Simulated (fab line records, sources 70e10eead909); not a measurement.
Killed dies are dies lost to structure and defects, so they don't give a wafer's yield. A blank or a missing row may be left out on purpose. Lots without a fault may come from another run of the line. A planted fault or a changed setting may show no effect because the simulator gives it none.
Which tool did it? | flow nand_harc | 11 lots, 33 wafers sampled, at 5 steps of a route of 1302

WHAT THE GAUGES READ, wafer by wafer
NHARC_END_WLT_00.
lot  | measured     | on        | VT_DECK1_BOTTOM   | VT_DECK1_BOTTOM_INNER | VT_DECK1_MEDIAN_NEAR_BOTTOM | VT_DECK1_MEDIAN_NEAR_BOTTOM_INNER | VT_DECK1_MIDDLE   | VT_DECK1_MIDDLE_INNER | VT_DECK1_TOP      | VT_DECK1_TOP_INNER | VT_DECK2_BOTTOM   | VT_DECK2_BOTTOM_INNER | VT_DECK2_MEDIAN_NEAR_BOTTOM | VT_DECK2_MEDIAN_NEAR_BOTTOM_INNER | VT_DECK2_MIDDLE   | VT_DECK2_MIDDLE_INNER | VT_DECK2_TOP      | VT_DECK2_TOP_INNER
L996 | day 24 15:10 | prober-02 | 0.872 0.868 0.861 | 0.869 0.870 0.858     | 0.877 0.865 0.863           | 0.874 0.864 0.860                 | 0.878 0.874 0.882 | 0.877 0.887 0.876     | 0.902 0.897 0.895 | 0.900 0.890 0.896  | 0.877 0.868 0.863 | 0.864 0.872 0.867     | 0.872 0.868 0.869           | 0.878 0.866 0.866                 | 0.889 0.886 0.879 | 0.897 0.883 0.883     | 0.889 0.900 0.896 | 0.893 0.897 0.889
L997 | day 24 15:40 | prober-01 | 0.862 0.864 0.865 | 0.864 0.857 0.859     | 0.859 0.851 0.864           | 0.856 0.849 0.861                 | 0.875 0.867 0.875 | 0.876 0.875 0.872     | 0.879 0.882 0.880 | 0.882 0.880 0.882  | 0.877 0.878 0.869 | 0.876 0.874 0.872     | 0.871 0.886 0.875           | 0.876 0.884 0.866                 | 0.889 0.892 0.889 | 0.886 0.890 0.883     | 0.903 0.893 0.898 | 0.902 0.901 0.893
L998 | day 25 15:13 | prober-01 | 0.867 0.874 0.861 | 0.869 0.871 0.860     | 0.867 0.873 0.871           | 0.879 0.876 0.861                 | 0.879 0.885 0.878 | 0.891 0.881 0.864     | 0.887 0.887 0.888 | 0.892 0.884 0.884  | 0.854 0.865 0.851 | 0.862 0.863 0.858     | 0.858 0.864 0.863           | 0.859 0.858 0.858                 | 0.873 0.881 0.871 | 0.879 0.873 0.874     | 0.888 0.889 0.885 | 0.886 0.889 0.879
L999 | day 25 06:55 | prober-02 | 0.848 0.861 0.852 | 0.859 0.864 0.862     | 0.861 0.860 0.867           | 0.856 0.867 0.870                 | 0.872 0.865 0.879 | 0.875 0.864 0.883     | 0.887 0.877 0.880 | 0.884 0.875 0.878  | 0.879 0.889 0.880 | 0.888 0.889 0.883     | 0.880 0.888 0.878           | 0.888 0.882 0.881                 | 0.897 0.898 0.894 | 0.900 0.899 0.894     | 0.909 0.911 0.906 | 0.905 0.902 0.913
L100 | day 25 06:25 | prober-01 | 0.877 0.878 0.881 | 0.874 0.876 0.878     | 0.871 0.887 0.881           | 0.876 0.874 0.881                 | 0.884 0.887 0.884 | 0.888 0.897 0.901     | 0.903 0.904 0.906 | 0.906 0.899 0.907  | 0.879 0.882 0.885 | 0.881 0.888 0.873     | 0.887 0.877 0.881           | 0.880 0.889 0.885                 | 0.893 0.887 0.897 | 0.894 0.888 0.893     | 0.911 0.897 0.901 | 0.900 0.900 0.903
L101 | day 26 02:49 | prober-02 | 0.862 0.864 0.857 | 0.862 0.856 0.855     | 0.857 0.859 0.864           | 0.871 0.865 0.862                 | 0.876 0.883 0.866 | 0.872 0.869 0.875     | 0.886 0.888 0.882 | 0.889 0.884 0.886  | 0.869 0.869 0.873 | 0.867 0.872 0.863     | 0.872 0.877 0.874           | 0.869 0.870 0.872                 | 0.880 0.887 0.886 | 0.878 0.889 0.888     | 0.903 0.899 0.895 | 0.899 0.901 0.891
L102 | day 26 03:19 | prober-01 | 0.861 0.866 0.859 | 0.863 0.873 0.861     | 0.865 0.870 0.861           | 0.867 0.863 0.866                 | 0.881 0.881 0.883 | 0.880 0.879 0.880     | 0.895 0.890 0.890 | 0.893 0.887 0.891  | 0.874 0.868 0.871 | 0.876 0.873 0.875     | 0.864 0.873 0.874           | 0.879 0.871 0.877                 | 0.888 0.879 0.888 | 0.885 0.878 0.880     | 0.896 0.892 0.890 | 0.887 0.892 0.893
L103 | day 27 10:14 | prober-02 | 0.883 0.883 0.880 | 0.875 0.885 0.871     | 0.885 0.889 0.877           | 0.892 0.887 0.889                 | 0.902 0.906 0.894 | 0.890 0.901 0.889     | 0.912 0.907 0.901 | 0.912 0.903 0.904  | 0.871 0.867 0.871 | 0.873 0.870 0.874     | 0.874 0.880 0.877           | 0.868 0.872 0.869                 | 0.890 0.882 0.885 | 0.871 0.884 0.877     | 0.891 0.898 0.896 | 0.894 0.891 0.888
L110 | day 30 09:58 | prober-02 | 0.877 0.872 0.876 | 0.871 0.866 0.874     | 0.885 0.875 0.871           | 0.872 0.871 0.872                 | 0.878 0.887 0.890 | 0.891 0.886 0.886     | 0.894 0.895 0.900 | 0.893 0.899 0.896  | 0.939 0.925 0.945 | 0.936 0.931 0.950     | 0.945 0.924 0.934           | 0.939 0.926 0.946                 | 0.953 0.956 0.955 | 0.954 0.949 0.962     | 0.972 0.970 0.964 | 0.964 0.968 0.969
L117 | day 33 12:07 | prober-01 | 0.869 0.861 0.868 | 0.874 0.861 0.867     | 0.881 0.867 0.873           | 0.878 0.862 0.860                 | 0.888 0.887 0.885 | 0.893 0.881 0.878     | 0.904 0.898 0.899 | 0.893 0.895 0.901  | 0.879 0.887 0.875 | 0.875 0.879 0.879     | 0.877 0.879 0.881           | 0.881 0.883 0.872                 | 0.889 0.896 0.895 | 0.893 0.891 0.892     | 0.904 0.902 0.899 | 0.904 0.899 0.903
L118 | day 34 19:28 | prober-01 | 0.865 0.873 0.888 | 0.881 0.884 0.881     | 0.874 0.879 0.885           | 0.885 0.883 0.891                 | 0.891 0.902 0.902 | 0.891 0.895 0.901     | 0.912 0.907 0.914 | 0.911 0.911 0.907  | 0.874 0.887 0.877 | 0.878 0.882 0.884     | 0.886 0.880 0.884           | 0.882 0.882 0.885                 | 0.893 0.890 0.888 | 0.896 0.890 0.893     | 0.900 0.904 0.901 | 0.905 0.904 0.907

WHICH TOOL RAN EACH LOT (tool, then ch and the chambers of the sampled wafers, then the start)
lot  | NHARC_A_CHANNEL_FILL_D2_CVD_18   | NHARC_THIN_TSV_CMP_01         | NHARC_THIN_TSV_DEP_47           | NHARC_THIN_TSV_PVD_51
L996 | lpcvd_poly-04 ch 0, day 14 09:26 | cmp-02 ch 1,2, day 23 23:26   | pecvd-01 ch 0,2, day 24 02:38   | pvd_sputter-03, day 24 15:10 or earlier
L997 | lpcvd_poly-04 ch 0, day 14 09:26 | cmp-03 ch 0,1,3, day 24 00:38 | pecvd-01 ch 0,1,2, day 24 03:52 | pvd_sputter-03, day 24 15:40 or earlier
L998 | lpcvd_poly-01 ch 0, day 15 14:26 | cmp-04 ch 0,1,3, day 24 22:51 | pecvd-03 ch 0,1, day 25 02:06   | pvd_sputter-01, day 25 15:13 or earlier
L999 | lpcvd_poly-01 ch 0, day 15 20:53 | cmp-02 ch 0,1,3, day 24 16:47 | pecvd-03 ch 0,1, day 24 19:56   | pvd_sputter-03, day 25 06:55 or earlier
L100 | lpcvd_poly-03 ch 0, day 16 01:31 | cmp-04 ch 0,3, day 24 17:59   | pecvd-04 ch 0,2, day 24 21:16   | pvd_sputter-02, day 25 06:25 or earlier
L101 | lpcvd_poly-03 ch 0, day 16 10:15 | cmp-04 ch 0,2,3, day 25 11:58 | pecvd-01 ch 0,1, day 25 15:05   | pvd_sputter-03, day 26 02:49 or earlier
L102 | lpcvd_poly-03 ch 0, day 16 10:15 | cmp-04 ch 0,1,2, day 25 10:48 | pecvd-01 ch 0,1,2, day 25 13:53 | pvd_sputter-03, day 26 03:19 or earlier
L103 | lpcvd_poly-04 ch 0, day 17 07:24 | cmp-03 ch 0,3, day 26 18:46   | pecvd-04 ch 0,1, day 26 21:59   | pvd_sputter-02, day 27 10:14 or earlier
L110 | lpcvd_poly-03 ch 0, day 20 16:59 | cmp-03 ch 0,1, day 29 19:26   | pecvd-04 ch 0,2, day 29 22:26   | pvd_sputter-01, day 30 09:58 or earlier
L117 | lpcvd_poly-01 ch 0, day 23 13:16 | cmp-04 ch 0,1,2, day 32 22:02 | pecvd-04 ch 0,2, day 33 01:24   | pvd_sputter-02, day 33 12:07 or earlier
L118 | lpcvd_poly-01 ch 0, day 24 03:56 | cmp-02 ch 0,2,3, day 34 05:14 | pecvd-03 ch 1,2, day 34 08:31   | pvd_sputter-01, day 34 19:28 or earlier
- NHARC_A_CHANNEL_FILL_D2_CVD_18: deposits poly-Si, target thk 3 nm.
- NHARC_THIN_TSV_CMP_01: polishes.
- NHARC_THIN_TSV_DEP_47: deposits SiO2, target thk 200 nm.
- NHARC_THIN_TSV_PVD_51: deposits Cu, target thk 100 nm.

WHAT THE TOOLS THEMSELVES READ (means of the sampled wafers that have a number; where no wafer has one, the mark that the record gives instead)
NHARC_THIN_TSV_CMP_01.
lot  | tool   | edge_zone_pressure_frac | motor_current_A (A) | slurry_filter_dp_kPa (kPa)
L996 | cmp-02 | 0.997                   | 11.5                | 13.44
L997 | cmp-03 | 1.000                   | 10.7                | 13.48
L998 | cmp-04 | 1.001                   | 11.9                | 13.51
L999 | cmp-02 | 0.999                   | 11.4                | 13.49
L100 | cmp-04 | 0.997                   | 12.5                | 13.39
L101 | cmp-04 | 1.000                   | 12.4                | 13.43
L102 | cmp-04 | 0.999                   | 12.3                | 13.54
L103 | cmp-03 | 0.997                   | 10.0                | 13.41
L110 | cmp-03 | 1.007                   | 10.5                | 13.53
L117 | cmp-04 | 0.992                   | 12.1                | 13.59
L118 | cmp-02 | 1.001                   | 11.2                | 13.39

NHARC_THIN_TSV_DEP_47.
lot  | tool     | throttle_valve_pct (%)
L996 | pecvd-01 | 15.7
L997 | pecvd-01 | 15.8
L998 | pecvd-03 | 16.4
L999 | pecvd-03 | 16.3
L100 | pecvd-04 | 15.7
L101 | pecvd-01 | 16.0
L102 | pecvd-01 | 15.7
L103 | pecvd-04 | 15.9
L110 | pecvd-04 | 15.8
L117 | pecvd-04 | 16.1
L118 | pecvd-03 | 16.3

NHARC_THIN_TSV_PVD_51.
lot  | tool           | throttle_valve_pct (%)
L996 | pvd_sputter-03 | 29.8
L997 | pvd_sputter-03 | 30.2
L998 | pvd_sputter-01 | 29.2
L999 | pvd_sputter-03 | 30.3
L100 | pvd_sputter-02 | 30.7
L101 | pvd_sputter-03 | 29.7
L102 | pvd_sputter-03 | 29.9
L103 | pvd_sputter-02 | 30.8
L110 | pvd_sputter-01 | 28.8
L117 | pvd_sputter-02 | 30.7
L118 | pvd_sputter-01 | 29.1

THE ANSWER, worked out from the rows above alone
Rule: what is usual is taken from the lots themselves. Put in order of their means at a reading, lots are off if they are a third of the lots or fewer, leave a main group of 4 or more, and stand apart from it by a gap of 3 or more times the standard deviation of the main group's means; of several such gaps the widest counts. A main group whose means are all the same, to the digits that the tables above print for the reading, isn't used. A lot without any number at a reading at which 4 lots or more have one is off too. The other lots that the step has rows for count as sound. The gauges are gone through in route order, then the tools' own readings, and for those a lot's mean is taken as printed above. The first step at which some lot is off is used, and at that step the reading that is off furthest; a lot without a number counts as furthest.
Off: L110, at NHARC_END_WLT_00 (VT_DECK2_TOP). The main group: mean 0.898, standard deviation 0.0057.
A tool fits if, at a process step before that reading, it ran every lot that is off, and no sound lot after the first of them. The gauges at NHARC_END_WLT_00 are tried like those tools. NHARC_THIN_TSV_PVD_51 gives no start for some lots, so the hours and the order of its lots are those of NHARC_END_WLT_00. Can't be told from this: 3 tools fit, lpcvd_poly-03 at NHARC_A_CHANNEL_FILL_D2_CVD_18, cmp-03 at NHARC_THIN_TSV_CMP_01, prober-02 at NHARC_END_WLT_00.

WHAT THE SIMULATOR HAD PUT IN
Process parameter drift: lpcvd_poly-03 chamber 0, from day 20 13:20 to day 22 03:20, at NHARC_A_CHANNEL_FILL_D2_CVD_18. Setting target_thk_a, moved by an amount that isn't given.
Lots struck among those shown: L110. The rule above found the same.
